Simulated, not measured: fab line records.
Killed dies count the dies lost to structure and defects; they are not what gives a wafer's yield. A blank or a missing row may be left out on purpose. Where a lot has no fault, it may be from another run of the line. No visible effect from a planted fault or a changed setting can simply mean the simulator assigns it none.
A lot that was struck, set against a sound lot | flow n5-finfet | 18 out of 1938 route steps
Sound: these wafers, L990.1, L990.4, L990.6. Wafers struck: L980.2, L980.3, L980.4. The cause is named last.
For every step that has rows: the tool of each side, followed by ch and its chambers, followed by its first start. Under that, the readings that differ: sound wafers | struck wafers | difference of the means | sigmas: that difference in standard deviations of wafers without a fault.
alike: readings whose means differ by less than 2 such deviations, and words and numbers that are the same on both sides. not compared: withheld readings, readings that some wafer has no value for, bounds like >300 that may hide the same value, and numbers for which the record gives no deviation and whose values overlap.
The two part at a step that has a row with sigmas, a row that says differs or no value, or rows on one side only. When numbers do not overlap yet have no deviation, they are printed without sigmas and do not part them. A reading missing from all wafers of one side parts the sides only when that side holds two or more wafers.

N5_BEOL_M13_THK_MEAS_50: measures by xrf.
  sound: film-metro-01 at day 14 21:34; struck: film-metro-01 at day 12 20:53
  alike: M13_THK
then, 1 step without rows for these wafers: N5_BEOL_M13_PRE_CLEAN_52 (time 15 s).
N5_BEOL_M13_DEP_53: deposits SiCN from 3MS/NH3, target thk 50 nm, time 17.8 s.
  sound on pecvd-01 ch 1,2, day 14 21:38; struck on pecvd-03 ch 0,1, day 12 20:56
  alike: showerhead-plenum-p-Torr, throttle-valve-pct
N5_BEOL_M13_RS_MEAS_54: uses a four-point probe to measure.
  sound: film-metro-01 at day 14 21:42; struck: film-metro-02 at day 12 21:01
  alike: M13_RS
N5_BEOL_M13_INSPECT_55: inspects for defects (darkfield).
  sound: defect-inspect-02 at day 14 21:44; struck: defect-inspect-02 at day 12 21:02
  alike: raw-defect-count
N5_BEOL_M14_ILD_DEP_00: deposits SiO2 from TEOS/O2, target thk 1119.3 nm, time 237.4 s.
  sound on pecvd-04 ch 0,1, day 14 21:46; struck on pecvd-01 ch 0,1,2, day 12 21:04
  alike: heater-power-w, showerhead-plenum-p-Torr, throttle-valve-pct
N5_BEOL_M14_THK_MEAS_01:
  sound: film-metro-01 at day 14 21:58; struck: film-metro-01 at day 12 21:16
  alike: M14_ILD_THK
then, 5 steps without rows for these wafers: N5_BEOL_M14_COAT_58 (time 60 s, resist thk 89 nm); N5_BEOL_M14_COAT_04 (resist thk 800 nm); N5_BEOL_M14_EBR_06; N5_BEOL_M14_SOFTBAKE_05 (time 60 s); N5_BEOL_M14_EXPOSE_07 (exposes mask V13).
N5_BEOL_M14_PEB_08: peb time 90 s.
  sound on litho-track-03 ch 0, day 14 22:09; struck on litho-track-01 ch 0, day 12 21:27
  reading                  | sound                | struck               | difference | sigmas
  heater-power-total-W (W) | 173.2 173.0 173.9    | 168.9 170.3 168.9    | -4.0       | -5
  plate-temp-C (C)         | 130.10 129.94 129.91 | 127.73 127.88 127.83 | -2.17      | -14
  alike: exhaust-pa
then, 2 steps without rows for these wafers: N5_BEOL_M14_DEVELOP_09 (develop time 45 s); N5_BEOL_M14_HARDBAKE_14 (time 120 s).
N5_BEOL_M14_CD_MEAS_10: the cd target is 250 nm.
  sound on cd-sem-03 ch 0, day 14 22:16; struck on cd-sem-01 ch 0, day 12 21:34
  reading    | sound             | struck            | difference | sigmas
  cd-nm (nm) | 250.2 249.6 250.4 | 240.1 242.0 242.9 | -8.4       | -6
N5_BEOL_M14_OVL_MEAS_11:
  sound on overlay-01 ch 0, day 14 22:17; struck on overlay-02 ch 0, day 12 21:36
  alike: V13_OVL
N5_PASSIVATION_PROBE_49:
  sound: prober-01 at day 16 07:19; struck: prober-02 at day 14 11:50
  alike: defect-limited-yield, killed_at_M0_to_M3, killed_at_M4_up, killed-at-contacts, killed-at-front-end, killed-at-other, killed-dies, killed-open, killed-short, sort_bin_5_function, sort_bin_6_memory, sort-n-pass, sort-yield-pct

== WHERE THEY PART ==
Earliest at N5_BEOL_M14_PEB_08; latest, in this record, at N5_BEOL_M14_CD_MEAS_10. Later steps at which nothing parts them and some readings are alike: N5_BEOL_M14_OVL_MEAS_11, N5_PASSIVATION_PROBE_49.

WHY: what had been put in by the simulator
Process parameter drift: litho-track-01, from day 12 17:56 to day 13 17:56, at N5_BEOL_M14_PEB_08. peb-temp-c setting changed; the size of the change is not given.
